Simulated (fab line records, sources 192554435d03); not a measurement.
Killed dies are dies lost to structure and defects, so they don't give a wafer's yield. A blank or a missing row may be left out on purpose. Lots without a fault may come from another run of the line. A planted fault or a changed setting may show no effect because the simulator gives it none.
Chamber matching | flow n5_finfet | N5_DUMMY_GATE_ETCH_36 on rie_diel-05: 4 sister chambers
The step etches SiARC in CF4, target depth 13 nm. 4 wafers are shown with their chamber, then 12 later ones without.

WAFERS WITH THEIR CHAMBER
wafer  | chamber | drypump_motor_current_A (A)
L085.3 | 0       | 5.9
L091.1 | 3       | 6.3
L091.2 | 1       | 6.1
L091.3 | 2       | 5.3

WAFERS WITHOUT THEIR CHAMBER
wafer  | drypump_motor_current_A (A)
L091.4 | 6.3
L091.5 | 6.1
L091.6 | 5.3
L092.1 | 5.3
L092.2 | 6.2
L092.5 | 6.2
L093.1 | 5.9
L093.2 | 6.2
L093.5 | 5.3
L094.1 | 5.3
L094.2 | 6.1
L094.4 | 5.9

WHICH CHAMBER EACH WENT THROUGH
wafer  | from the rows above     | in truth
L091.4 | 3                       | 3
L091.5 | 1                       | 1
L091.6 | 2                       | 2
L092.1 | 2                       | 2
L092.2 | can't be placed: 3 or 1 | 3
L092.5 | can't be placed: 3 or 1 | 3
L093.1 | 0                       | 0
L093.2 | can't be placed: 3 or 1 | 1
L093.5 | 2                       | 2
L094.1 | 2                       | 2
L094.2 | 1                       | 1
L094.4 | 0                       | 0
Placed correctly: 9 of 12. Can't be placed from these rows: 3 (the true chamber is among the candidates in 3). Placed wrongly: 0.
How it was worked out, from the rows above alone: a wafer's distance from a chamber is the root of the sum, over the readings, of the square of ((its reading less the chamber's mean) divided by the reading's scatter). The wafer belongs to the nearest chamber; if the next one is less than 2 further off, it can't be placed. A chamber's mean is the mean of its shown wafers. The scatter: with one shown wafer a chamber, the root of the mean of the squares of how far each hidden wafer lies from its nearest shown one.
